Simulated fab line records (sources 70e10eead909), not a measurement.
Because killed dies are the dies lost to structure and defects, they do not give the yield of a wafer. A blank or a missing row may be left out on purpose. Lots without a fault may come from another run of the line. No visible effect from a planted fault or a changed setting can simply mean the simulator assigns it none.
Matching of chambers || flow nand-harc || NHARC_A_WL_FILL_ALD_02 on ald-metal-02: 4 sister chambers
The step deposits TiN, target thk 2 nm, pulse time 3 s, ald cycles 100. 24 wafers are shown with their chamber, then 12 later ones without.

## WAFERS, EACH WITH ITS CHAMBER
{"wafer": "L074.3", "chamber": 1, "heater-power-w (W)": 1250, "precursor-pulse-height-rel": 0.959}
{"wafer": "L074.4", "chamber": 0, "heater-power-w (W)": 1107, "precursor-pulse-height-rel": 1.006}
{"wafer": "L074.5", "chamber": 2, "heater-power-w (W)": 1150, "precursor-pulse-height-rel": 0.992}
{"wafer": "L076.1", "chamber": 1, "heater-power-w (W)": 1270, "precursor-pulse-height-rel": 1.005}
{"wafer": "L076.3", "chamber": 0, "heater-power-w (W)": 1102, "precursor-pulse-height-rel": 1.028}
{"wafer": "L076.4", "chamber": 3, "heater-power-w (W)": 872, "precursor-pulse-height-rel": 0.997}
{"wafer": "L075.3", "chamber": 0, "heater-power-w (W)": 1105, "precursor-pulse-height-rel": 0.989}
{"wafer": "L075.4", "chamber": 1, "heater-power-w (W)": 1226, "precursor-pulse-height-rel": 1.025}
{"wafer": "L075.5", "chamber": 0, "heater-power-w (W)": 1103, "precursor-pulse-height-rel": 0.994}
{"wafer": "L078.1", "chamber": 1, "heater-power-w (W)": 1261, "precursor-pulse-height-rel": 1.008}
{"wafer": "L078.2", "chamber": 0, "heater-power-w (W)": 1108, "precursor-pulse-height-rel": 1.015}
{"wafer": "L078.4", "chamber": 2, "heater-power-w (W)": 1165, "precursor-pulse-height-rel": 0.989}
{"wafer": "L084.2", "chamber": 3, "heater-power-w (W)": 910, "precursor-pulse-height-rel": 1.008}
{"wafer": "L084.4", "chamber": 1, "heater-power-w (W)": 1224, "precursor-pulse-height-rel": 1.022}
{"wafer": "L084.6", "chamber": 1, "heater-power-w (W)": 1234, "precursor-pulse-height-rel": 1.000}
{"wafer": "L085.2", "chamber": 3, "heater-power-w (W)": 868, "precursor-pulse-height-rel": 1.003}
{"wafer": "L085.4", "chamber": 0, "heater-power-w (W)": 1133, "precursor-pulse-height-rel": 0.986}
{"wafer": "L085.6", "chamber": 0, "heater-power-w (W)": 1124, "precursor-pulse-height-rel": 1.019}
{"wafer": "L086.2", "chamber": 1, "heater-power-w (W)": 1224, "precursor-pulse-height-rel": 1.023}
{"wafer": "L086.3", "chamber": 3, "heater-power-w (W)": 911, "precursor-pulse-height-rel": 1.029}
{"wafer": "L086.6", "chamber": 3, "heater-power-w (W)": 908, "precursor-pulse-height-rel": 1.004}
{"wafer": "L090.2", "chamber": 0, "heater-power-w (W)": 1106, "precursor-pulse-height-rel": 0.950}
{"wafer": "L090.5", "chamber": 1, "heater-power-w (W)": 1232, "precursor-pulse-height-rel": 1.003}
{"wafer": "L090.6", "chamber": 2, "heater-power-w (W)": 1141, "precursor-pulse-height-rel": 0.973}

SIGNATURES, as means of the wafers listed above
{"reading": "heater-power-w", "chamber 0": 1111.00, "chamber 1": 1240.12, "chamber 2": 1152.00, "chamber 3": 893.80, "scatter within a chamber": 16.3}
{"reading": "precursor-pulse-height-rel", "chamber 0": 0.99838, "chamber 1": 1.00562, "chamber 2": 0.98467, "chamber 3": 1.00820, "scatter within a chamber": 0.0203}
Rule: distance of a wafer from a chamber = root of the sum over the readings of ((wafer's reading minus chamber's mean) / reading's scatter) squared. If the next closest chamber is less than 2 further off than the closest, the wafer can't be placed; otherwise it belongs to the closest. The scatter: take each reading less its chamber's mean, square it, sum over the shown wafers, divide by the number of wafers less the number of chambers, and take the root.

## WAFERS WITH NO CHAMBER GIVEN
{"wafer": "L092.1", "heater-power-w (W)": 904, "precursor-pulse-height-rel": 0.990}
{"wafer": "L092.3", "heater-power-w (W)": 1161, "precursor-pulse-height-rel": 1.006}
{"wafer": "L092.4", "heater-power-w (W)": 1088, "precursor-pulse-height-rel": 1.000}
{"wafer": "L094.1", "heater-power-w (W)": 1150, "precursor-pulse-height-rel": 1.018}
{"wafer": "L094.2", "heater-power-w (W)": 1255, "precursor-pulse-height-rel": 0.980}
{"wafer": "L094.3", "heater-power-w (W)": 1171, "precursor-pulse-height-rel": 1.021}
{"wafer": "L095.2", "heater-power-w (W)": 889, "precursor-pulse-height-rel": 0.987}
{"wafer": "L095.3", "heater-power-w (W)": 1215, "precursor-pulse-height-rel": 1.004}
{"wafer": "L095.6", "heater-power-w (W)": 1219, "precursor-pulse-height-rel": 1.031}
{"wafer": "L096.2", "heater-power-w (W)": 1124, "precursor-pulse-height-rel": 0.974}
{"wafer": "L096.3", "heater-power-w (W)": 1167, "precursor-pulse-height-rel": 0.976}
{"wafer": "L096.6", "heater-power-w (W)": 1149, "precursor-pulse-height-rel": 1.004}

## CHAMBER TAKEN BY EACH
{"wafer": "L092.1", "from the rows above": 3, "in truth": 3}
{"wafer": "L092.3", "from the rows above": "can't be placed: 2 or 0", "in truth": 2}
{"wafer": "L092.4", "from the rows above": 0, "in truth": 0}
{"wafer": "L094.1", "from the rows above": "can't be placed: 2 or 0", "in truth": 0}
{"wafer": "L094.2", "from the rows above": 1, "in truth": 1}
{"wafer": "L094.3", "from the rows above": "can't be placed: 2 or 0", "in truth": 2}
{"wafer": "L095.2", "from the rows above": 3, "in truth": 3}
{"wafer": "L095.3", "from the rows above": 1, "in truth": 1}
{"wafer": "L095.6", "from the rows above": 1, "in truth": 1}
{"wafer": "L096.2", "from the rows above": "can't be placed: 0 or 2", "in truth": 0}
{"wafer": "L096.3", "from the rows above": 2, "in truth": 2}
{"wafer": "L096.6", "from the rows above": "can't be placed: 2 or 0", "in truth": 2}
Placed correctly: 7 of 12. From these rows, 5 cannot be placed; in 5 the true chamber is one of the candidates. 0 placed wrongly.
